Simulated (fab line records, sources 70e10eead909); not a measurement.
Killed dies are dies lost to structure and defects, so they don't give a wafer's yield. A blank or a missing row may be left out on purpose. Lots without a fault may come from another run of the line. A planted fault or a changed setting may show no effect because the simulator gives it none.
One fault seen from 2 desks | flow nand_harc | each desk has only its own numbers; what lay behind them comes last

THE TOOL OWNER'S DESK: ald_hk-03
The tool's own readings at NHARC_A_CHANNEL_FILL_D1_ALD_02 (deposits SiO2, target thk 6 nm, pulse time 10 s, ald cycles 60): means of the sampled wafers that have a number, for each lot that ran on this tool. A lot is out of limits, marked OUT, if its mean lies more than 4 standard deviations from the usual mean; the brackets give that distance.
Columns: A = heater_power_w at NHARC_A_CHANNEL_FILL_D1_ALD_02, usual 481 W; B = precursor_pulse_height_rel at NHARC_A_CHANNEL_FILL_D1_ALD_02, usual 0.999
lot  | first seen here | A   | B
L458 | day 12 23:18    | 462 | 1.022
L471 | day 18 09:11    | 464 | 1.012
This desk's finding: nothing out of limits on any of the 2 lots.

THE METROLOGY DESK
What the gauges read, lot by lot, whatever tool the lot ran on: means of the sampled wafers that have a number. A lot is out of limits, marked OUT, if its mean lies more than 4 standard deviations from the usual mean; the brackets give that distance.
Columns: A = cd_nm at NHARC_THIN_TSV_CD_MEAS_33, usual 5000.3 nm
lot  | first seen here | A
L448 | day 23 17:32    | 4999.8
L449 | day 24 12:45    | 5000.0
L458 | day 28 08:24    | 5000.4
L460 | day 28 18:26    | 5002.2
L461 | day 29 08:05    | 4999.8
L462 | day 29 22:49    | 4999.1
L463 | day 30 00:13    | 5001.6
L465 | day 31 03:22    | 5001.5
L466 | day 31 05:10    | 5003.7
L468 | day 31 23:26    | 4999.4
L470 | day 33 01:22    | 5002.8
L471 | day 33 22:42    | 4997.5
This desk's finding: nothing out of limits on any of the 12 lots.

PUT TOGETHER
The tool owner's desk saw nothing out of limits.
The metrology desk saw nothing out of limits.

WHAT THE SIMULATOR HAD PUT IN
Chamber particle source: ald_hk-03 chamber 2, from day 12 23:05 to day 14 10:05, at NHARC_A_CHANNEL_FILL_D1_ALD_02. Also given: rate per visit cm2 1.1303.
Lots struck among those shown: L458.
